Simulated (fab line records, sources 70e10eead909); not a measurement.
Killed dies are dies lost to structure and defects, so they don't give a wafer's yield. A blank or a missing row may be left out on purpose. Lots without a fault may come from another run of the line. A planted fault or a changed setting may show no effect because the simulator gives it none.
fab line records | flow nand_harc | part 2 of 2: steps 5 to 6 of 6
record lots=21 wafers=63 last_day=33
route steps=1302 shown P_BONDPAD@352 A_CHANNEL_HOLE_D1@466 A_ONON_D2@561 A_CHANNEL_HOLE_D2@585
lots that met no fault: from a run of the same line without faults
start_h: hours from the record's first day to the start of the lot's first wafer shown | wait_h: hours since the lot's step before | " the same as in the row above | L1.1+2: a row that stands for several wafers | - no value, or no start given | * or withheld: withheld | < > ~ a bound
route shown NAME@n: a module of which the file shows steps, and the number in the route of the first | usual: mean/standard deviation of fault-free wafers | same: alike in all rows | chamber/n: place in a boat | sites: the reading at each site | _std_site: their standard deviation | _edge_site: outer sites' mean less inner sites' | radius_mm: how far each site lies from the wafer's centre | mask NAME#n: copy n | behind: the tool/chamber that last shaped the wafer | hold: why the lot was held/for how many hours/how that ended | device: the transistor (n, p or np) that didn't switch | end of line: the same wafers' tests at the end of the route | a step without rows: its recipe alone | killed: dies lost to structure and defects at the first sort, not the wafer's yield | map: a wafer's dies, x killed, . not, _ none there
set.NAME: the setting as run; set.NAME@STEP: as run at that earlier step | model.NAME: the simulator's own value behind a step, which no gauge read
steps of the route over a sample of lots; a table a step, a row a wafer
services: from which hour (start_h, from the record's first day; less than 0 if before it) a tool's chamber was out of use, for how many hours, and why
## steps
# step NHARC_A_ONON_D2_THK_MEAS_24
# recipe thk_meas_gauge=ellipsometry
# usual thk_nm=1000/11
# columns lot.wafer tool chamber start_h wait_h thk_nm
L075.2 film_metro-01 - 283.44 - 994
L075.4 " - " " 993
L075.5 " - " " 991
L074.1 film_metro-02 - 283.50 - 988
L074.2 " - " " 985
L074.5 " - " " 988
L076.3 film_metro-01 - 302.75 - 1002
L076.4 " - " " 1000
L076.5 " - " " 1000
L077.2 film_metro-01 - 317.72 - 1010
L077.3 " - " " 1009
L077.5 " - " " 1010
L078.1 film_metro-01 - 324.49 - 1016
L078.2 " - " " 1015
L078.5 " - " " 1012
L079.1 film_metro-01 - 330.25 - 1001
L079.3 " - " " 1002
L079.4 " - " " 1003
L080.3 film_metro-01 - 343.27 - 1009
L080.5 " - " " 1006
L080.6 " - " " 1008
L083.2 film_metro-02 - 362.44 - 991
L083.4 " - " " 993
L083.6 " - " " 993
L082.3 film_metro-01 - 362.45 - 1000
L082.4 " - " " 1001
L082.5 " - " " 1000
L084.2 film_metro-01 - 384.61 - 985
L084.4 " - " " 986
L084.6 " - " " 982
L086.3 film_metro-02 - 398.91 - 1016
L086.4 " - " " 1016
L086.6 " - " " 1016
L087.2 film_metro-02 - 424.24 - 994
L087.5 " - " " 994
L087.6 " - " " 994
L088.1 film_metro-02 - 430.71 - 993
L088.4 " - " " 990
L088.5 " - " " 990
L089.1 film_metro-01 - 430.75 - 1003
L089.3 " - " " 1000
L089.6 " - " " 1004
L090.3 film_metro-01 - 448.08 - 1009
L090.4 " - " " 1009
L090.5 " - " " 1010
L091.2 film_metro-02 - 453.69 - 1024
L091.3 " - " " 1025
L091.6 " - " " 1023
L092.1 film_metro-01 - 453.72 - 1012
L092.3 " - " " 1014
L092.6 " - " " 1013
L093.3 film_metro-01 - 475.55 - 997
L093.4 " - " " 997
L093.5 " - " " 995
L094.1 film_metro-01 - 489.01 - 994
L094.2 " - " " 995
L094.5 " - " " 995
L095.2 film_metro-02 - 498.43 - 1013
L095.3 " - " " 1013
L095.5 " - " " 1013
L096.3 film_metro-01 - 522.34 - 1006
L096.5 " - " " 1009
L096.6 " - " " 1008
# step NHARC_A_CHANNEL_HOLE_D2_DESCUM_15
# recipe time_s=3 o2_flow_sccm=200 ar_flow_sccm=0 bias_power_w=0 chemistry=O2
# usual chamber_pressure_mTorr=60.00/0.059 drypump_motor_current_A=5.9/0.55 oes_product_au=1.002/0.012 rf_vpp_V=57.8/0.91 showerhead_plenum_p_Torr=1.90/0.071 throttle_valve_pct=11.310/0.0094
# columns lot.wafer tool chamber start_h wait_h chamber_pressure_mTorr drypump_motor_current_A oes_product_au rf_hours_counter_h rf_vpp_V showerhead_plenum_p_Torr throttle_valve_pct
L075.2 rie_diel-12 1 288.32 0.1 59.98 4.9 1.030 1 57.9 1.94 11.315
L075.4 " 2 " " 60.02 6.2 0.994 1 58.2 1.89 11.304
L075.5 " 0 " " 60.03 5.7 1.032 - 59.5 1.98 11.303
L074.1 rie_diel-09 3 288.59 0.1 60.01 6.0 1.002 8 58.4 1.85 11.299
L074.2 " 1 " " 60.05 4.9 1.010 9 58.2 2.00 11.307
L074.5 " 3 " " 60.00 6.1 1.009 - 58.5 1.85 11.327
L076.4 rie_diel-09 2 307.50 0.1 60.08 5.8 0.998 11 59.0 2.03 11.306
L076.3 " 1 " " 60.01 5.0 1.011 10 58.1 2.00 11.325
L076.5 " 2 " " 59.92 5.8 0.997 - 59.6 2.03 11.310
L077.2 rie_diel-12 1 322.16 0.1 60.01 4.9 1.024 3 59.7 1.94 11.304
L077.3 " 3 " " 60.05 6.2 1.004 2 57.3 1.83 11.292
L077.5 " 2 " " 59.91 6.2 0.997 - 58.7 1.89 11.328
L078.1 rie_diel-09 0 330.52 0.1 59.99 6.6 0.991 0 56.5 1.80 11.321
L078.2 " 1 " " 59.97 4.9 1.015 0 57.9 2.00 11.322
L078.5 " 0 " " 59.94 6.6 0.989 - 57.3 1.80 11.333
L079.4 rie_diel-12 1 334.75 0.1 60.14 4.9 1.015 4 59.6 1.94 11.295
L079.3 " 2 " " 60.05 6.2 0.974 3 58.2 1.89 11.313
L079.1 " 3 " " 60.07 6.2 1.008 3 57.8 1.83 11.310
L080.3 rie_diel-01 0 348.03 0.1 60.01 6.6 0.992 7 56.8 1.91 11.309
L080.6 " 1 " " 60.10 5.4 1.002 - 57.7 1.79 11.309
L080.5 " 2 " " 60.01 5.9 1.003 - 57.4 1.94 11.301
L083.4 rie_diel-12 2 370.31 0.1 60.04 6.2 0.990 5 57.7 1.89 11.297
L083.2 " 0 " " 60.00 5.7 1.012 5 57.2 1.98 11.320
L083.6 " 2 " " 59.93 6.2 0.992 - 55.8 1.89 11.307
L082.4 rie_diel-01 2 370.47 0.1 60.05 5.9 0.992 8 57.3 1.94 11.308
L082.3 " 1 " " 60.07 5.4 0.999 9 55.9 1.79 11.318
L082.5 " 2 " " 59.97 5.9 0.992 - 58.2 1.94 11.317
L084.2 rie_diel-09 1 392.33 0.1 60.03 4.9 1.010 3 57.5 2.00 11.306
L084.4 " 3 " " 59.86 6.1 0.996 4 56.4 1.85 11.306
L084.6 " 0 " " 60.03 6.6 1.001 - 57.9 1.80 11.306
L086.3 rie_diel-01 2 406.69 0.1 59.96 5.9 0.999 1 58.2 1.94 11.312
L086.4 " 0 " " 60.00 6.7 0.985 0 58.2 1.91 11.316
L086.6 " 2 " " 59.94 5.9 1.004 - 59.7 1.94 11.309
L087.2 rie_diel-09 3 428.79 0.1 59.97 6.1 0.990 5 57.0 1.85 11.308
L087.5 " 3 " " 60.12 6.1 0.988 - 56.7 1.85 11.314
L087.6 " 0 " " 59.99 6.6 0.984 - 58.7 1.80 11.324
L088.1 rie_diel-12 0 439.11 0.1 59.98 5.7 1.027 8 59.3 1.98 11.299
L088.4 " 2 " " 60.05 6.2 1.000 8 56.6 1.89 11.316
L088.5 " 0 " " 59.95 5.7 1.019 - 57.1 1.98 11.316
L089.3 rie_diel-12 2 441.00 0.1 59.97 6.2 0.987 8 58.2 1.89 11.311
L089.1 " 3 " " 60.03 6.2 0.994 8 58.3 1.83 11.305
L089.6 " 3 " " 60.01 6.2 1.004 - 57.4 1.83 11.313
L090.3 rie_diel-09 2 453.91 0.1 60.00 5.8 0.985 7 58.5 2.03 11.298
L090.4 " 1 " " 60.03 4.9 1.015 7 58.3 1.99 11.319
L090.5 " 3 " " 59.99 6.0 0.982 - 57.7 1.85 11.322
L091.3 rie_diel-01 1 459.10 0.1 60.07 5.4 0.999 4 57.5 1.79 11.300
L091.2 " 2 " " 59.98 5.9 1.001 3 58.6 1.94 11.310
L091.6 " 1 " " 59.99 5.4 1.007 - 57.0 1.79 11.312
L092.3 rie_diel-12 2 460.67 0.1 59.96 6.2 0.999 0 56.9 1.89 11.299
L092.1 " 1 " " 60.04 4.9 1.019 0 56.9 1.94 11.316
L092.6 " 3 " " 60.03 6.2 1.011 - 57.5 1.83 11.309
L093.4 rie_diel-12 0 480.11 0.1 60.00 5.7 1.015 1 57.2 1.98 11.312
L093.3 " 2 " " 59.89 6.2 1.006 1 56.5 1.89 11.304
L093.5 " 0 " " 59.93 5.7 1.014 - 57.9 1.98 11.310
L094.2 rie_diel-12 2 495.30 0.1 59.96 6.2 0.998 2 57.9 1.89 11.322
L094.1 " 3 " " 60.13 6.2 0.996 2 58.6 1.83 11.307
L094.5 " 2 " " 60.05 6.2 0.997 - 56.4 1.89 11.322
L095.3 rie_diel-01 0 504.22 0.1 59.97 6.7 0.981 7 57.6 1.90 11.313
L095.2 " 2 " " 59.97 5.9 1.000 6 58.5 1.94 11.332
L095.5 " 0 " " 60.00 6.7 0.991 - 59.1 1.90 11.320
L096.3 rie_diel-01 0 528.87 0.1 59.99 6.7 0.995 9 57.9 1.90 11.333
L096.6 " 0 " " 60.05 6.7 0.990 - 57.1 1.90 11.309
L096.5 " 1 " " 60.12 5.4 1.004 - 56.7 1.79 11.309
## services
# columns tool chamber start_h hours kind
rie_diel-09 - 143.10 9.0 pm
rie_diel-11 0 163.10 4.2 repair
rie_diel-11 2 170.81 4.5 repair
rie_diel-12 2 172.46 6.1 repair
rie_diel-12 2 184.43 9.1 repair
rie_diel-12 - 213.89 0.5 repair
rie_diel-12 - 223.00 1.3 repair
rie_diel-11 - 255.50 9.0 pm
rie_diel-12 - 268.40 9.0 pm
rie_diel-12 2 318.60 1.7 repair
rie_diel-09 - 320.10 9.0 pm
rie_diel-12 1 344.53 3.6 repair
rie_diel-09 - 396.65 6.9 repair
rie_diel-11 3 410.55 16.0 repair
rie_diel-11 - 415.31 1.2 repair
rie_diel-09 2 415.70 3.7 repair
rie_diel-11 1 425.54 15.2 repair
rie_diel-12 2 428.09 7.7 repair
rie_diel-11 - 432.50 9.0 pm
rie_diel-12 - 445.40 9.0 pm
rie_diel-11 1 487.95 4.5 repair
rie_diel-12 - 492.39 0.2 repair
rie_diel-09 - 497.10 9.0 pm
rie_diel-11 2 505.16 5.1 repair
